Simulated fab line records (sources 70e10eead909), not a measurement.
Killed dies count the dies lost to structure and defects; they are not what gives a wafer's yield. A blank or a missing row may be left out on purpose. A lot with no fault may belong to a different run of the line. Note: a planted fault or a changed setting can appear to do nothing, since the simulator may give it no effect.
Which tool did it? | flow nand_harc | 6 lots, 18 wafers sampled, at 3 steps of a route of 1302

WHAT THE GAUGES SHOWED, per wafer
NHARC_A_M1_INSPECT_11.
lot  | measured     | on                | raw_defect_count
L316 | day 22 07:22 | defect_inspect-01 | 73 84 72
L322 | day 25 10:16 | defect_inspect-02 | 131 132 1009
L328 | day 27 05:10 | defect_inspect-01 | 129 136 104
L331 | day 27 19:53 | defect_inspect-02 | 27 34 36
L335 | day 30 08:42 | defect_inspect-02 | 158 180 160
L338 | day 31 08:52 | defect_inspect-01 | 113 117 83

EACH LOT AND THE TOOL THAT RAN IT (in order: tool; ch and the chambers of the sampled wafers; start)
lot  | NHARC_A_M0_CMP_23             | NHARC_A_M1_DEP_00
L316 | cmp-04 ch 0,2,3, day 22 05:27 | pecvd-02 ch 0,2, day 22 06:27
L322 | cmp-03 ch 0,2,3, day 25 08:19 | pecvd-04 ch 0,1,2, day 25 09:24
L328 | cmp-04 ch 0,1,3, day 27 03:17 | pecvd-01 ch 0,1,2, day 27 04:19
L331 | cmp-01 ch 0,1, day 27 18:02   | pecvd-01 ch 0,1, day 27 19:09
L335 | cmp-01 ch 1,2, day 30 06:44   | pecvd-01 ch 0,1,2, day 30 07:53
L338 | cmp-04 ch 0,2,3, day 31 06:53 | pecvd-01 ch 0,1,2, day 31 07:55
- NHARC_A_M0_CMP_23: polishes, t overpolish 20 s, target thk 113.75 nm.
- NHARC_A_M1_DEP_00: deposits SiOC, target thk 182.5 nm.

THE ANSWER, worked out from the rows above alone
Rule: the usual values come from the lots themselves. Put in order of their means at a reading, lots are off if they are a third of the lots or fewer, leave a main group of 4 or more, and stand apart from it by a gap of 3 or more times the standard deviation of the main group's means; of several such gaps the widest counts. If all means in a main group match to the digits the tables above print for the reading, that group is not used. Also off: a lot with no number at a reading for which 4 or more lots have one. Where the step has rows for the other lots, those lots are counted as sound.
Off at NHARC_A_M1_INSPECT_11 (raw_defect_count): L322. The main group: mean 100, standard deviation 45.
If a tool, at a process step before that reading, ran all the lots that are off and no sound lot after the first of them, it fits. Gauges at NHARC_A_M1_INSPECT_11: tried the same way as those tools. 2 tools fit, cmp-03 at NHARC_A_M0_CMP_23 and pecvd-04 at NHARC_A_M1_DEP_00, so this cannot tell which one it is.

WHAT THE SIMULATOR PUT IN
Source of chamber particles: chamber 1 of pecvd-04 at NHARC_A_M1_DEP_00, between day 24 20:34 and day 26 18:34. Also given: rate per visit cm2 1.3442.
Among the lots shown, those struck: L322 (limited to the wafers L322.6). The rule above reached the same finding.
